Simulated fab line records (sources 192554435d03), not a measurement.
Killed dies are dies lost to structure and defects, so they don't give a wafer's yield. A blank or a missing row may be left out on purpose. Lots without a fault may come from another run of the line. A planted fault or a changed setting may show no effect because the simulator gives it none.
Split-lot experiment -- flow n5_finfet -- 21 wafers read across 7 lots, on a route 1938 steps long

## ON THE SPLIT
At N5_BEOL_M2_COAT_61 (time 60 s, resist thk 60 nm), the setting spin_rpm was moved away from the recipe's 1500 rpm on 7 of the 21 wafers read, by -7.5% to +6.4%. This setting was run at the recipe's value on the other wafers.

Reading taken at the split's own step.

## THE READING
SOC_of_BEOL_M2_COAT_61.thk_nm (the simulator's own value, which no gauge read), in nm, at N5_BEOL_M2_COAT_61 (time 60 s, resist thk 60 nm). No usual value for it is given in the file. Here, 14 wafers ran the recipe; their average is 60.0 nm with a standard deviation of 0.17 nm.

wafer,"tool, chamber at the split","spin_rpm as run, rpm",against the recipe,"SOC_of_BEOL_M2_COAT_61.thk_nm, nm",against lot-mates on the recipe
L076.3,"litho_track-01, 0",1452,-3.2%,61,+1.0
L076.6,"litho_track-01, 0",1452,-3.2%,61,+1.0
L076.5,"litho_track-01, 0",1500,recipe,60,-
L078.1,"litho_track-01, 0",1584,+5.6%,58.4,-2.0
L078.6,"litho_track-01, 0",1584,+5.6%,58.4,-2.0
L078.3,"litho_track-01, 0",1500,recipe,60.4,-
L079.2,"litho_track-03, 0",1500,recipe,59.6,-
L079.5,"litho_track-03, 0",1500,recipe,60,-
L079.6,"litho_track-03, 0",1500,recipe,60,-
L080.1,"litho_track-03, 0",1500,recipe,60,-
L080.3,"litho_track-03, 0",1500,recipe,60,-
L080.4,"litho_track-03, 0",1500,recipe,60,-
L083.3,"litho_track-02, 0",1500,recipe,60,-
L083.4,"litho_track-02, 0",1500,recipe,60,-
L083.6,"litho_track-02, 0",1500,recipe,60.2,-
L085.3,"litho_track-02, 0",1596,+6.4%,57.8,-2.0
L085.5,"litho_track-02, 0",1500,recipe,59.8,-
L085.6,"litho_track-02, 0",1596,+6.4%,58,-1.8
L087.2,"litho_track-02, 0",1500,recipe,60,-
L087.5,"litho_track-02, 0",1500,recipe,60,-
L087.4,"litho_track-02, 0",1388,-7.5%,62.4,+2.4

FIT RESULTS
A straight line over all 21 wafers: SOC_of_BEOL_M2_COAT_61.thk_nm changes by -0.313 nm for each +1% of spin_rpm; r = -0.99; the points scatter about the line by 0.16 nm.
The same after taking each lot's own level away (the mean of its wafers on the recipe; 21 wafers): -0.321 nm for each +1%; r = -0.99; scatter 0.12 nm.
According to that fit, moving spin_rpm by its largest amount changes the reading by 2.4 nm.
Measured against the standard deviation above, the lots' own levels, which go from 59.80 to 60.40 nm, span 3.5 times it.
Hence the lot-to-lot level has little effect on the slope; both slopes agree.
Check: for one of the wafers moved furthest among these (-7.5%), held out of the fit, the line's prediction against its lot-mates is +2.39 nm. It came out at +2.4 nm against them.

## THESE WAFERS: OTHER SPLITS
Note: prior to the reading, these wafers also went through further splits. Each is held against what the fit with the lots' levels taken away leaves over:
other split on the same wafers,wafers away from the commonest value,r with SOC_of_BEOL_M2_COAT_61.thk_nm (lot level and that fit taken away)
N5_SD_EPI_P_PEB_07 peb_time_s,7,-0.19
N5_HKMG_FIN_COAT_43 spin_rpm,9,-0.17
N5_HKMG_FIN_ETCH_55 time_s,8,-0.39
N5_MOL_CONTACT_COAG_COAT_63 spin_rpm,7,+0.06
N5_MOL_CONTACT_COAG_COAT_64 spin_rpm,8,+0.14
N5_BEOL_M0_CUTY_ETCH_63 source_w,6,-0.09

## THE FILE'S OWN FIT
SOC_of_BEOL_M2_COAT_61.thk_nm changes by -0.322 nm for each +1% of spin_rpm, r = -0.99.
